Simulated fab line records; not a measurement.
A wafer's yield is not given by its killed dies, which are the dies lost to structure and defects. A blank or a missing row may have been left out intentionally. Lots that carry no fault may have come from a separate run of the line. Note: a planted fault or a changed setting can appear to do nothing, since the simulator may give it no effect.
3 desks, one fault	flow n5_finfet	numbers are kept per desk, each desk with only its own; the story behind them comes last

## TOOL OWNER'S DESK, ald_sin-02
The tool's own readings at N5_SD_EPI_N_LINER_46 (material SiNx, target thk 3 nm): means of the sampled wafers that have a number, for each lot that ran on this tool. If a lot's mean is further than 4 standard deviations from the usual mean, the lot is out of limits and carries the mark OUT (the distance appears in the brackets).
Columns: A = heater_power_w at N5_SD_EPI_N_LINER_46, usual 807 W
lot	first seen here	A
L556	day 4 21:14	693
L555	day 5 01:46	720
L557	day 5 07:29	722
L569	day 8 07:15	759
This desk's verdict: no lot among the 4 shows anything out of limits.

## FROM THE METROLOGY DESK
What the gauges read for every lot (on any tool): the sampled wafers with a number, averaged. If a lot's mean is further than 4 standard deviations from the usual mean, the lot is out of limits and carries the mark OUT (the distance appears in the brackets).
Columns: A = thk_nm at N5_SD_EPI_N_EPI_MEAS_23, usual 59.0 nm; B = cd_nm at N5_SD_EPI_P_CD_MEAS_09, usual 240.3 nm; C = SD_P_BLK_OVL at N5_SD_EPI_P_OVL_MEAS_10, usual 0.3 nm
lot	first seen here	A	B	C
L553	day 4 11:52	59.7	240.2	0.6
L556	day 4 20:47	56.5	240.6	1.1
L555	day 5 01:27	61.1	240.0	-0.6
L557	day 5 06:52	59.3	239.7	0.7
L562	day 6 13:46	59.5	241.1	0.6
L566	day 7 14:01	58.3	240.1	0.3
L569	day 8 06:57	59.5	240.4	0.3
This desk's verdict: no lot among the 7 shows anything out of limits.

## THE DEFECT DESK
Per lot, the means of the sampled wafers with a number show what the inspections along the route counted. If a lot's mean is further than 4 standard deviations from the usual mean, the lot is out of limits and carries the mark OUT (the distance appears in the brackets).
Columns: A = raw_defect_count at N5_SD_EPI_N_INSPECT_26, usual 202; B = raw_defect_count at N5_SD_EPI_P_INSPECT_11, usual 2.2
lot	first seen here	A	B
L553	day 4 12:37	214	4.0
L556	day 4 21:29	245	1.0
L555	day 5 02:01	214	1.5
L557	day 5 07:44	244	3.0
L562	day 6 14:20	199	5.0
L566	day 7 14:34	182	3.0
L569	day 8 07:30	228	1.3
This desk's verdict: no lot among the 7 shows anything out of limits.

## ALL TOGETHER
The desk of the tool owner found nothing out of limits.
From the metrology desk's view, nothing was out of limits.
Nothing the defect desk looked at was out of limits.

## WHAT HAD BEEN PUT IN BY THE SIMULATOR
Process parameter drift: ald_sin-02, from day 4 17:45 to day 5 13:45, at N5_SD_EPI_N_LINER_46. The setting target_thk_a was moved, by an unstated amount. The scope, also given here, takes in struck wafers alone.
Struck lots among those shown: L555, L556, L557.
